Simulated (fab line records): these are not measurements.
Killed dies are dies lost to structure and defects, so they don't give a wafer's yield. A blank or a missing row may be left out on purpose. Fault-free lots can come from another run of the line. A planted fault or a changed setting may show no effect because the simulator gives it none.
The tool behind it: which one? ; flow n5-finfet ; 24 lots, 72 wafers sampled, at 2 steps of a route of 1938

== WHAT EACH GAUGE READ, for each wafer ==
N5_MOL_CONTACT_COAG_CD_MEAS_99: the cd target is 17.2 nm.
lot;measured;on;cd-nm (nm)
L074;day 4 15:38;cd-sem-03;17.3 16.8 17.1
L075;day 4 19:53;cd-sem-01;17.5 17.1 17.8
L076;day 5 03:15;cd-sem-02;17.0 17.5 17.1
L077;day 5 11:44;cd-sem-02;17.3 17.3 17.0
L078;day 5 18:35;cd-sem-02;17.2 17.7 16.7
L079;day 5 21:04;cd-sem-02;17.2 17.1 16.5
L080;day 6 04:37;cd-sem-01;16.5 16.6 16.9
L081;day 6 08:17;cd-sem-02;16.7 17.7 17.3
L082;day 6 14:43;cd-sem-02;16.9 16.9 16.7
L083;day 6 20:29;cd-sem-01;17.2 17.6 17.0
L084;day 7 07:50;cd-sem-03;16.8 17.3 17.0
L085;day 7 15:31;cd-sem-02;16.9 17.2 16.9
L086;day 8 01:25;cd-sem-01;17.0 17.6 16.6
L087;day 8 19:11;cd-sem-02;16.7 17.2 17.1
L088;day 8 21:26;cd-sem-03;17.0 17.1 16.9
L089;day 8 22:46;cd-sem-03;16.8 16.6 16.5
L090;day 9 02:29;cd-sem-02;16.9 17.3 17.0
L091;day 9 04:43;cd-sem-02;16.6 16.5 16.7
L092;day 9 05:46;cd-sem-03;17.5 17.4 16.9
L093;day 9 13:07;cd-sem-03;16.7 17.4 16.6
L094;day 9 16:54;cd-sem-01;17.5 17.5 17.0
L095;day 10 09:04;cd-sem-01;16.8 17.2 17.0
L096;day 10 09:06;cd-sem-01;16.9 16.9 16.6
L097;day 10 18:29;cd-sem-01;16.9 18.1 17.5

N5_MOL_CONTACT_COAG_OVL_MEAS_85.
lot;measured;on;VG_OVL (nm)
L074;day 5 05:48;overlay-02;0.0 -0.4 0.2
L075;day 5 05:14;overlay-01;0.0 0.2 1.1
L076;day 5 13:25;overlay-02;0.0 1.2 0.7
L077;day 5 21:13;overlay-01;0.6 1.3 0.2
L078;day 6 05:25;overlay-01;-0.1 -1.4 -0.4
L079;day 6 05:36;overlay-01;-0.7 1.1 -0.2
L080;day 6 14:56;overlay-02;-0.7 0.1 -0.1
L081;day 6 17:44;overlay-01;-0.7 -1.3 -0.6
L082;day 7 01:16;overlay-02;-0.4 -0.3 0.5
L083;day 7 06:10;overlay-01;-0.4 -1.4 -1.1
L084;day 7 19:26;overlay-01;-0.2 -0.7 -0.5
L085;day 8 00:34;overlay-01;-0.3 0.2 -0.8
L086;day 8 14:44;overlay-02;0.8 0.9 -0.1
L087;day 9 07:31;overlay-02;-0.1 0.1 -0.9
L088;day 9 07:52;overlay-02;-0.1 -0.6 -0.5
L089;day 9 08:20;overlay-01;0.0 0.2 1.6
L090;day 9 10:28;overlay-02;-1.1 -0.8 -0.5
L091;day 9 12:57;overlay-02;-0.2 0.2 0.4
L092;day 9 13:53;overlay-02;-0.2 -1.7 -1.4
L093;day 9 22:04;overlay-01;0.5 -0.2 -0.6
L094;day 10 02:43;overlay-01;-0.3 -0.4 -1.7
L095;day 10 17:06;overlay-01;-0.1 -0.6 -0.2
L096;day 10 18:11;overlay-01;-0.3 -1.5 0.3
L097;day 11 03:01;overlay-02;-0.1 -0.3 0.2

== WHAT TOOL EACH LOT RAN ON (gives the tool, then ch and the chambers of the sampled wafers, and finally the start) ==
Before these readings, the record contains no process step.

== WHAT THE TOOLS THEMSELVES READ (means of the sampled wafers that have a number; where no wafer has one, the mark that the record gives instead) ==
The record holds no such reading with a usual standard deviation.

== THE ANSWER, worked out from the rows above alone ==
Rule: the usual values come from the lots themselves. Put in order of their means at a reading, lots are off if they are a third of the lots or fewer, leave a main group of 4 or more, and stand apart from it by a gap of 3 or more times the standard deviation of the main group's means; of several such gaps the widest counts. A main group whose means are all the same, to the digits that the tables above print for the reading, isn't used. A lot without any number at a reading at which 4 lots or more have one is off too. Where the step has rows for the other lots, those lots are counted as sound. Order of review: gauges by route order, followed by the tools' own readings, for which a lot's mean as printed above is used. The first step at which some lot is off is used, and at that step the reading that is off furthest; a lot without a number counts as furthest.
No lot is off on any of the readings shown, so nothing can be concluded from this.

== WHAT WAS PUT IN BY THE SIMULATOR ==
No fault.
